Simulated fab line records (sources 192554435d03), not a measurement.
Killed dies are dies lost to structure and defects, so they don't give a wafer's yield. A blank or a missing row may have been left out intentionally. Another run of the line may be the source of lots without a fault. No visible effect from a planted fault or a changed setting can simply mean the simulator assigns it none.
Struck lot and sound lot, side by side + flow n5_finfet + 16 out of 1938 route steps
Sound: wafers L290.2, L290.3, L290.5. Struck: wafers L301.1, L301.6. The cause is named last.
Per side, at each step with rows, come the tool, then ch with its chambers, and then its first start. Under that, the readings that differ: sound wafers + struck wafers + difference of the means + sigmas: that difference in standard deviations of wafers without a fault.
alike: same words and numbers on both sides, and readings whose means sit less than 2 such deviations apart. not compared: any withheld reading, any reading some wafer has no value for, any bound like >300 that may hide the same value, and any number with overlapping values for which the record gives no deviation.
Wherever a step has rows on one side only, a row that says differs or no value, or a row with sigmas, the two part there. Non-overlapping numbers with no deviation appear without sigmas and do not part them. A reading missing from all wafers of one side parts the sides only when that side holds two or more wafers.

first, 8 steps without rows for these wafers: N5_BEOL_M15_COAT_58 (time 60 s, resist thk 89 nm); N5_BEOL_M15_COAT_04 (resist thk 800 nm); N5_BEOL_M15_EBR_06; N5_BEOL_M15_SOFTBAKE_05 (time 60 s); N5_BEOL_M15_EXPOSE_07 (exposes mask V14); N5_BEOL_M15_PEB_08 (peb time 90 s); N5_BEOL_M15_DEVELOP_09 (develop time 45 s); N5_BEOL_M15_HARDBAKE_14 (time 120 s).
N5_BEOL_M15_CD_MEAS_10: the cd target is 360 nm.
  sound on cd_sem-01 ch 0, day 11 19:58; struck on cd_sem-01 ch 0, day 14 04:26
  alike: cd_nm
N5_BEOL_M15_OVL_MEAS_11:
  sound on overlay-01 ch 0, day 11 20:00; struck on overlay-02 ch 0, day 14 04:28
  alike: V14_OVL
N5_BEOL_M15_INSPECT_12: inspects for defects (macro).
  sound: defect_inspect-02 at day 11 20:01; struck: defect_inspect-01 at day 14 04:29
  alike: raw_defect_count
N5_BEOL_M15_DESCUM_15: chemistry O2, time 7.9 s.
  sound on rie_diel-01 ch 0,3, day 11 20:03; struck on rie_diel-01 ch 0,2, day 14 04:32
  alike: drypump_motor_current_A, oes_product_au, rf_vpp_V, showerhead_plenum_p_Torr, throttle_valve_pct
  not compared: rf_hours_counter_h
N5_BEOL_M15_ETCH_59: etches BARC in N2/H2, target depth 89 nm, overetch 26.7 nm, time 67.9 s.
  sound on rie_diel-01 ch 0,3, day 11 20:05; struck on rie_diel-01 ch 0,2, day 14 04:34
| reading                                    | sound             | struck      | difference | sigmas |
|--------------------------------------------|-------------------|-------------|------------|--------|
| model.coat_of_BEOL_M15_COAT_04.thk_nm (nm) | 719.6 720.2 721.8 | 743 741.6   | +22        |        |
| model.etch.depth_nm (nm)                   | 88.98 89.06 89.06 | 75.19 79.13 | -11.87     |        |
  alike: drypump_motor_current_A, oes_product_au, rf_vpp_V, showerhead_plenum_p_Torr, throttle_valve_pct
  not compared: rf_hours_counter_h
N5_BEOL_M15_VIA_ETCH_16: etches SiO2 in C4F8/O2/Ar, target depth 1792.2 nm.
  sound on rie_diel-01 ch 0,3, day 11 20:08; struck on rie_diel-01 ch 0,2, day 14 04:37
  alike: drypump_motor_current_A, oes_f_703_au, oes_product_au, rf_vpp_V, showerhead_plenum_p_Torr, throttle_valve_pct
  not compared: model.coat_of_BEOL_M15_COAT_04.thk_nm
N5_BEOL_M15_STRIP_63: strips in O2.
  sound on rie_diel-01 ch 0,3; struck on rie_diel-01 ch 0,2
  alike: drypump_motor_current_A, oes_product_au, rf_vpp_V, showerhead_plenum_p_Torr, throttle_valve_pct
  not compared: rf_hours_counter_h
N5_PASSIVATION_PROBE_49:
  sound: prober-02 at day 12 14:53; struck: prober-01 at day 15 03:49
  alike: defect_limited_yield, killed_at_M0_to_M3, killed_at_M4_up, killed_at_contacts, killed_at_front_end, killed_at_other, killed_dies, killed_open, killed_short, sort_bin_5_function, sort_bin_6_memory, sort_n_pass, sort_yield_pct

## WHERE THEY PART
Nowhere in this record.

WHY: what the simulator had put in
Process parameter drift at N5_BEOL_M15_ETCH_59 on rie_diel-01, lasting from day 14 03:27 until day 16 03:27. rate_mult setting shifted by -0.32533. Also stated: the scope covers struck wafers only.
